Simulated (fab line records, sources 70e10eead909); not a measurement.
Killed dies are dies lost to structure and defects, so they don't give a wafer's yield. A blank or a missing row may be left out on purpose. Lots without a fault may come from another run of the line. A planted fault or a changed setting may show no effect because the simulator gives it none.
Problem report in the 8D (eight disciplines) form, filled by code | flow nand_harc | the parts of the form that need people (team, actions taken, sign-off) are left out

1. THE PROBLEM
killed_dies at NHARC_END_SORT_01 reads a mean of 384 on 2 wafers of 2 lots; wafers without a fault read 57 with a standard deviation of 17. That is +19 standard deviations from the usual mean.
First seen on wafer L977.5, day 30 22:19, on prober-01. The record holds 36 wafers of 12 lots with a number at this step. Rule for "out", or "out of limits": more than 4 standard deviations from the usual mean. The other wafers with a number count as sound.

2. WHAT IT IS AND WHAT IT IS NOT
question                    | is                           | is not
which readings at this step | killed_dies, killed_at_array | killed_at_other, killed_at_periphery, killed_open
which lots                  | L976, L977                   | L960, L963, L964, L967, L968, L978, L979, L980, L981, L983
which wafers of those lots  | L976.3, L977.5               | L976.4, L976.6, L977.1, L977.3
read on which gauges        | prober-01, prober-02         | -
when                        | from day 30 22:19            | up to then (17 sound wafers); but 17 sound wafers of L976, L978, L979, L980, L981, L983 came after

3. SUSPECTS, AND WHAT RULES EACH OUT
Counting: a tool at a process step up to the reading stays a suspect if it ran every lot that is out. Sound lots after the first of them don't rule it out here, since some wafers of a struck lot are sound.
- the gauge at NHARC_END_SORT_01: ruled out. The wafers that are out were read on 2 gauges (prober-01, prober-02).
- rie_diel-04 at NHARC_A_SGD_CUT_ETCH_16 (etches the open film in C4F8/O2/Ar, target depth 310.5 nm, time 155.2 s): kept. It ran every lot that is out, first L977 (day 25 18:49); its last sound lot up to then is L967 (day 22 05:40). Its own readings are out on those wafers: run_length_s.
- Within rie_diel-04 at NHARC_A_SGD_CUT_ETCH_16: the wafers that are out ran in chamber 0; their sound lot-mates ran in chambers 1, 2, 3.
Left after counting: rie_diel-04 at NHARC_A_SGD_CUT_ETCH_16.

4. THE CAUSE (what the simulator had put in)
Process parameter drift: rie_diel-04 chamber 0, from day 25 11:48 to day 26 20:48, at NHARC_A_SGD_CUT_ETCH_16. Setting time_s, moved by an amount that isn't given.
Counting left only this tool.

5. THE CHAIN OF EFFECTS, in route order
Each row: a reading whose mean over the struck wafers that have a number lies more than 3 standard deviations from the usual. Only readings for which the record gives a usual standard deviation are gone through. hours: the time from each lot's start at the first step in this table that gives one to its start at this step, as a median over the lots. sigmas: the change in usual standard deviations.
hours | step                    | reading         | usual   | on struck wafers | change | sigmas
0     | NHARC_A_SGD_CUT_ETCH_16 | run_length_s    | 176.4 s | 163.6            | -12.8  | -36
125   | NHARC_END_SORT_01       | killed_at_array | 52      | 382              | +330   | +18
125   | NHARC_END_SORT_01       | killed_dies     | 57      | 384              | +327   | +19
The process steps in it:
- NHARC_A_SGD_CUT_ETCH_16: etches the open film in C4F8/O2/Ar, target depth 310.5 nm, time 155.2 s.

6. WHAT WOULD HAVE CAUGHT IT SOONER
In this record the first reading out of limits at a measuring or inspecting step was taken at day 30 22:19, 131 hours after the fault began at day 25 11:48.
The tool's own readings at NHARC_A_SGD_CUT_ETCH_16 were out on every struck wafer that the step has a row for (run_length_s): an alarm limit on them would have fired on the first of those.
All the lots that are out (2) had begun NHARC_A_SGD_CUT_ETCH_16 on rie_diel-04 by day 30 22:19. A hold on the tool at that time would have spared none of them.
